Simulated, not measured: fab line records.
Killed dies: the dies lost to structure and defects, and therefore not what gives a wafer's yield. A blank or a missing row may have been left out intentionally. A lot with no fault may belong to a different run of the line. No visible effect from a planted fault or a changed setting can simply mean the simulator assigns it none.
Matching of chambers || flow nandHarc || NHARC_A_M0_DESCUM_14 on rieDiel-01 has 4 sister chambers
The step chemistry O2, time 3 s. 16 wafers are shown with their chamber, then 8 later ones without.

== WAFERS WITH THEIR CHAMBER ==
{"wafer": "L081.1", "chamber": 2, "showerheadPlenumPTorr (Torr)": 1.99, "drypumpMotorCurrentA (A)": 5.9, "rfVppV (V)": 58.1}
{"wafer": "L081.2", "chamber": 1, "showerheadPlenumPTorr (Torr)": 2.04, "drypumpMotorCurrentA (A)": 6.1, "rfVppV (V)": 59.0}
{"wafer": "L081.4", "chamber": 0, "showerheadPlenumPTorr (Torr)": 1.81, "drypumpMotorCurrentA (A)": 6.1, "rfVppV (V)": 56.5}
{"wafer": "L080.4", "chamber": 0, "showerheadPlenumPTorr (Torr)": 1.81, "drypumpMotorCurrentA (A)": 6.1, "rfVppV (V)": 57.9}
{"wafer": "L080.5", "chamber": 2, "showerheadPlenumPTorr (Torr)": 1.99, "drypumpMotorCurrentA (A)": 5.9, "rfVppV (V)": 58.0}
{"wafer": "L080.6", "chamber": 3, "showerheadPlenumPTorr (Torr)": 1.94, "drypumpMotorCurrentA (A)": 5.6, "rfVppV (V)": 57.3}
{"wafer": "L083.1", "chamber": 3, "showerheadPlenumPTorr (Torr)": 1.94, "drypumpMotorCurrentA (A)": 5.6, "rfVppV (V)": 58.7}
{"wafer": "L083.4", "chamber": 2, "showerheadPlenumPTorr (Torr)": 1.99, "drypumpMotorCurrentA (A)": 5.9, "rfVppV (V)": 58.4}
{"wafer": "L083.5", "chamber": 0, "showerheadPlenumPTorr (Torr)": 1.80, "drypumpMotorCurrentA (A)": 6.1, "rfVppV (V)": 58.4}
{"wafer": "L087.2", "chamber": 0, "showerheadPlenumPTorr (Torr)": 1.80, "drypumpMotorCurrentA (A)": 6.1, "rfVppV (V)": 58.1}
{"wafer": "L087.4", "chamber": 3, "showerheadPlenumPTorr (Torr)": 1.94, "drypumpMotorCurrentA (A)": 5.6, "rfVppV (V)": 58.6}
{"wafer": "L087.5", "chamber": 0, "showerheadPlenumPTorr (Torr)": 1.80, "drypumpMotorCurrentA (A)": 6.1, "rfVppV (V)": 57.1}
{"wafer": "L088.3", "chamber": 3, "showerheadPlenumPTorr (Torr)": 1.94, "drypumpMotorCurrentA (A)": 5.6, "rfVppV (V)": 58.4}
{"wafer": "L088.5", "chamber": 2, "showerheadPlenumPTorr (Torr)": 1.99, "drypumpMotorCurrentA (A)": 5.9, "rfVppV (V)": 57.5}
{"wafer": "L088.6", "chamber": 1, "showerheadPlenumPTorr (Torr)": 2.03, "drypumpMotorCurrentA (A)": 6.1, "rfVppV (V)": 59.1}
{"wafer": "L091.4", "chamber": 2, "showerheadPlenumPTorr (Torr)": 1.99, "drypumpMotorCurrentA (A)": 6.0, "rfVppV (V)": 57.2}

SIGNATURES (means of the wafers above)
{"reading": "showerheadPlenumPTorr", "chamber 0": 1.8040, "chamber 1": 2.0350, "chamber 2": 1.9900, "chamber 3": 1.9400, "scatter within a chamber": 0.00376}
{"reading": "drypumpMotorCurrentA", "chamber 0": 6.100, "chamber 1": 6.100, "chamber 2": 5.920, "chamber 3": 5.600, "scatter within a chamber": 0.0258}
{"reading": "rfVppV", "chamber 0": 57.600, "chamber 1": 59.050, "chamber 2": 57.840, "chamber 3": 58.250, "scatter within a chamber": 0.621}
Rule: for each reading, subtract the chamber's mean from the wafer's reading, divide by that reading's scatter and square the result; add these up over the readings and take the root, which gives the wafer's distance from the chamber. If the next closest chamber is less than 2 further off than the closest, the wafer can't be placed; otherwise it belongs to the closest. The scatter is the square root of a quotient: the sum, over the shown wafers, of each reading's squared deviation from its chamber's mean, divided by wafers minus chambers.

== WAFERS WITH NO CHAMBER GIVEN ==
{"wafer": "L091.5", "showerheadPlenumPTorr (Torr)": 1.99, "drypumpMotorCurrentA (A)": 5.9, "rfVppV (V)": 57.2}
{"wafer": "L091.6", "showerheadPlenumPTorr (Torr)": 2.03, "drypumpMotorCurrentA (A)": 6.1, "rfVppV (V)": 58.6}
{"wafer": "L093.1", "showerheadPlenumPTorr (Torr)": 1.94, "drypumpMotorCurrentA (A)": 5.6, "rfVppV (V)": 57.0}
{"wafer": "L093.3", "showerheadPlenumPTorr (Torr)": 1.80, "drypumpMotorCurrentA (A)": 6.0, "rfVppV (V)": 57.4}
{"wafer": "L093.5", "showerheadPlenumPTorr (Torr)": 1.80, "drypumpMotorCurrentA (A)": 6.1, "rfVppV (V)": 57.3}
{"wafer": "L095.1", "showerheadPlenumPTorr (Torr)": 1.80, "drypumpMotorCurrentA (A)": 6.1, "rfVppV (V)": 57.3}
{"wafer": "L095.2", "showerheadPlenumPTorr (Torr)": 1.99, "drypumpMotorCurrentA (A)": 6.0, "rfVppV (V)": 57.5}
{"wafer": "L095.6", "showerheadPlenumPTorr (Torr)": 1.80, "drypumpMotorCurrentA (A)": 6.0, "rfVppV (V)": 57.1}

== WHICH CHAMBER EACH WENT THROUGH ==
{"wafer": "L091.5", "from the rows above": 2, "in truth": 2}
{"wafer": "L091.6", "from the rows above": 1, "in truth": 1}
{"wafer": "L093.1", "from the rows above": 3, "in truth": 3}
{"wafer": "L093.3", "from the rows above": 0, "in truth": 0}
{"wafer": "L093.5", "from the rows above": 0, "in truth": 0}
{"wafer": "L095.1", "from the rows above": 0, "in truth": 0}
{"wafer": "L095.2", "from the rows above": 2, "in truth": 2}
{"wafer": "L095.6", "from the rows above": 0, "in truth": 0}
Correctly placed: 8 of 8. Not placeable from these rows: 0. Number placed wrongly: 0.
